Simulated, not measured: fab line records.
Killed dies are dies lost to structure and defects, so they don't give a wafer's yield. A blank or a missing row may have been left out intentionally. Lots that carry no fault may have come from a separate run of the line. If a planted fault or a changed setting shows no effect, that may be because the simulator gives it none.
Which of the tools did it? -- flow n5Finfet -- Sampling: 11 lots, 32 wafers, 3 of 1938 route steps

WHAT EACH GAUGE READ, for each wafer
N5_HKMG_FIN_CD_MEAS_49: the cd target is 202 nm.
lot,measured,on,cdNm (nm)
L497,day 3 22:40,cdSem-03,203.1 203.2 202.3
L498,day 4 08:29,cdSem-01,202.4 202.0 201.6
L502,day 5 09:40,cdSem-02,201.8 201.6 282.2
L503,day 5 14:11,cdSem-03,202.7 201.6 279.5
L505,day 6 02:02,cdSem-03,202.7 277.8
L512,day 7 21:58,cdSem-01,202.5 202.7 202.2
L515,day 8 14:42,cdSem-03,202.0 201.8 202.3
L516,day 8 22:41,cdSem-02,202.6 202.6 202.1
L517,day 8 22:48,cdSem-01,202.8 201.9 201.9
L518,day 9 06:59,cdSem-03,202.1 202.1 202.9
L519,day 9 18:16,cdSem-03,202.2 203.4 201.8

EACH LOT AND THE TOOL THAT RAN IT (in order: tool; ch and the chambers of the sampled wafers; start)
lot,N5_SDB_ALD_29,N5_HKMG_FIN_EXPOSE_46
L497,"aldSin-04 ch 0,1,2, day 3 18:08","arfiScanner-03 ch 0, day 3 22:34"
L498,"aldSin-03 ch 0,1, day 4 03:42","arfiScanner-03 ch 0, day 4 08:22"
L502,"aldSin-04 ch 1,2, day 5 05:08","arfiScanner-03 ch 0, day 5 09:33"
L503,"aldSin-01 ch 0,3, day 5 09:43","arfiScanner-03 ch 0, day 5 14:05"
L505,"aldSin-01 ch 0,3, day 5 21:21","arfiScanner-03 ch 0, day 6 01:55"
L512,"aldSin-03 ch 0,1,2, day 7 17:12","arfiScanner-02 ch 0, day 7 21:50"
L515,"aldSin-04 ch 0,1,3, day 8 10:07","arfiScanner-01 ch 0, day 8 14:35"
L516,"aldSin-04 ch 1,3, day 8 16:38","arfiScanner-02 ch 0, day 8 22:34"
L517,"aldSin-03 ch 0,1,3, day 8 17:10","arfiScanner-02 ch 0, day 8 22:41"
L518,"aldSin-03 ch 1,2,3, day 9 02:16","arfiScanner-03 ch 0, day 9 06:52"
L519,"aldSin-01 ch 0,1,2, day 9 13:25","arfiScanner-03 ch 0, day 9 18:08"
- N5_SDB_ALD_29: deposits SiNx, target thk 30 nm, pulse time 1 s, ald cycles 600.
- N5_HKMG_FIN_EXPOSE_46: exposes mask NDIPOLE.

AS READ BY THE TOOLS THEMSELVES (means over the sampled wafers that have a number; for cases with no such wafer, the mark the record gives instead)
N5_SDB_ALD_29.
lot,tool,heaterPowerW (W),precursorPulseHeightRel
L497,aldSin-04,964,0.993
L498,aldSin-03,833,1.019
L502,aldSin-04,890,1.010
L503,aldSin-01,912,1.013
L505,aldSin-01,922,1.008
L512,aldSin-03,800,1.030
L515,aldSin-04,899,1.005
L516,aldSin-04,826,1.019
L517,aldSin-03,849,1.002
L518,aldSin-03,817,1.010
L519,aldSin-01,871,1.022

N5_HKMG_FIN_EXPOSE_46.
lot,tool,reticleTempC (C)
L497,arfiScanner-03,22.97
L498,arfiScanner-03,23.08
L502,arfiScanner-03,22.93
L503,arfiScanner-03,22.99
L505,arfiScanner-03,23.02
L512,arfiScanner-02,23.03
L515,arfiScanner-01,23.03
L516,arfiScanner-02,22.99
L517,arfiScanner-02,23.10
L518,arfiScanner-03,22.94
L519,arfiScanner-03,22.96

THE ANSWER, worked out from the rows above alone
Rule: the lots themselves supply what counts as usual. The widest of any qualifying gaps counts: lots, ordered by their means at a reading, are off when they make up no more than a third of the lots, leave a main group of 4 or more, and stand apart from it by 3 or more times the standard deviation of that group's means. A main group whose means are all the same, to the digits that the tables above print for the reading, isn't used. Also off: a lot with no number at a reading for which 4 or more lots have one. Where the step has rows for the other lots, those lots are counted as sound. Order of review: gauges by route order, followed by the tools' own readings, for which a lot's mean as printed above is used. The first step at which some lot is off is used, and at that step the reading that is off furthest; a lot without a number counts as furthest.
Off: L502, L503, L505, at N5_HKMG_FIN_CD_MEAS_49 (cdNm). The main group has a mean of 202.4 nm with a standard deviation of 0.26.
A tool fits if, at a process step before that reading, it ran every lot that is off, and no sound lot after the first of them. Those tools and the gauges at N5_HKMG_FIN_CD_MEAS_49 are tried in the same way. Not one of the candidates tried fits.

WHAT THE SIMULATOR HAD PUT IN
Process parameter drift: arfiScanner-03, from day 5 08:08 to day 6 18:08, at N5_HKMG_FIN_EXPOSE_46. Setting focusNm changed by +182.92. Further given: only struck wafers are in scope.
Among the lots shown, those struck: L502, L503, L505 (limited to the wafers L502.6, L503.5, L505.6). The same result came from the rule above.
